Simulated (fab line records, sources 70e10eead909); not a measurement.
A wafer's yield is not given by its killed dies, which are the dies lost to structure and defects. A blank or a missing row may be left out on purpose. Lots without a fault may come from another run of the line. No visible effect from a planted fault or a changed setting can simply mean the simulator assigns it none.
Chamber matching / flow nandHarc / NHARC_A_STAIRCASE_DESCUM_168 on rieDiel-04 has 4 sister chambers
The step chemistry O2, time 3 s. 14 wafers are shown with their chamber, then 7 later ones without.

## WAFERS PAIRED WITH THEIR CHAMBERS
wafer=L178.1; chamber=3; showerheadPlenumPTorr (Torr)=1.80; throttleValvePct (%)=11.311; oesProductAu (a.u.)=0.987
wafer=L178.3; chamber=0; showerheadPlenumPTorr (Torr)=1.87; throttleValvePct (%)=11.303; oesProductAu (a.u.)=0.997
wafer=L178.4; chamber=1; showerheadPlenumPTorr (Torr)=1.91; throttleValvePct (%)=11.311; oesProductAu (a.u.)=0.993
wafer=L184.1; chamber=1; showerheadPlenumPTorr (Torr)=1.91; throttleValvePct (%)=11.312; oesProductAu (a.u.)=1.003
wafer=L184.3; chamber=3; showerheadPlenumPTorr (Torr)=1.80; throttleValvePct (%)=11.303; oesProductAu (a.u.)=0.990
wafer=L184.6; chamber=1; showerheadPlenumPTorr (Torr)=1.91; throttleValvePct (%)=11.308; oesProductAu (a.u.)=0.998
wafer=L193.2; chamber=2; showerheadPlenumPTorr (Torr)=1.82; throttleValvePct (%)=11.294; oesProductAu (a.u.)=0.983
wafer=L193.5; chamber=3; showerheadPlenumPTorr (Torr)=1.79; throttleValvePct (%)=11.321; oesProductAu (a.u.)=1.009
wafer=L193.6; chamber=0; showerheadPlenumPTorr (Torr)=1.86; throttleValvePct (%)=11.311; oesProductAu (a.u.)=0.998
wafer=L191.1; chamber=2; showerheadPlenumPTorr (Torr)=1.82; throttleValvePct (%)=11.309; oesProductAu (a.u.)=1.000
wafer=L191.2; chamber=3; showerheadPlenumPTorr (Torr)=1.79; throttleValvePct (%)=11.317; oesProductAu (a.u.)=1.000
wafer=L191.3; chamber=1; showerheadPlenumPTorr (Torr)=1.90; throttleValvePct (%)=11.327; oesProductAu (a.u.)=1.009
wafer=L200.2; chamber=3; showerheadPlenumPTorr (Torr)=1.79; throttleValvePct (%)=11.316; oesProductAu (a.u.)=1.003
wafer=L200.4; chamber=2; showerheadPlenumPTorr (Torr)=1.82; throttleValvePct (%)=11.309; oesProductAu (a.u.)=0.996

SIGNATURES, as means of the wafers listed above
reading=showerheadPlenumPTorr; chamber 0=1.8650; chamber 1=1.9075; chamber 2=1.8200; chamber 3=1.7940; scatter within a chamber=0.00495
reading=throttleValvePct; chamber 0=11.30700; chamber 1=11.31450; chamber 2=11.30400; chamber 3=11.31360; scatter within a chamber=0.00768
reading=oesProductAu; chamber 0=0.99750; chamber 1=1.00075; chamber 2=0.99300; chamber 3=0.99780; scatter within a chamber=0.00796
Rule: for each reading, subtract the chamber's mean from the wafer's reading, divide by that reading's scatter and square the result; add these up over the readings and take the root, which gives the wafer's distance from the chamber. If the next closest chamber is less than 2 further off than the closest, the wafer can't be placed; otherwise it belongs to the closest. The scatter: the root of (the sum of the squares of (reading less its chamber's mean) over the shown wafers, divided by (wafers less chambers)).

## WAFERS MISSING THEIR CHAMBER
wafer=L200.5; showerheadPlenumPTorr (Torr)=1.82; throttleValvePct (%)=11.311; oesProductAu (a.u.)=1.004
wafer=L199.2; showerheadPlenumPTorr (Torr)=1.79; throttleValvePct (%)=11.332; oesProductAu (a.u.)=0.996
wafer=L199.4; showerheadPlenumPTorr (Torr)=1.90; throttleValvePct (%)=11.309; oesProductAu (a.u.)=1.004
wafer=L199.5; showerheadPlenumPTorr (Torr)=1.90; throttleValvePct (%)=11.330; oesProductAu (a.u.)=1.013
wafer=L201.1; showerheadPlenumPTorr (Torr)=1.85; throttleValvePct (%)=11.314; oesProductAu (a.u.)=0.999
wafer=L201.5; showerheadPlenumPTorr (Torr)=1.89; throttleValvePct (%)=11.318; oesProductAu (a.u.)=1.001
wafer=L201.6; showerheadPlenumPTorr (Torr)=1.82; throttleValvePct (%)=11.312; oesProductAu (a.u.)=0.993

## THE CHAMBER EACH PASSED THROUGH
wafer=L200.5; from the rows above=2; in truth=2
wafer=L199.2; from the rows above=3; in truth=3
wafer=L199.4; from the rows above=1; in truth=1
wafer=L199.5; from the rows above=1; in truth=1
wafer=L201.1; from the rows above=0; in truth=0
wafer=L201.5; from the rows above=can't be placed: 1 or 0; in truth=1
wafer=L201.6; from the rows above=2; in truth=2
Placed correctly: 6 of 7. Cannot be placed on the basis of these rows: 1; the candidates contain the true chamber in 1. Placed wrongly: 0.
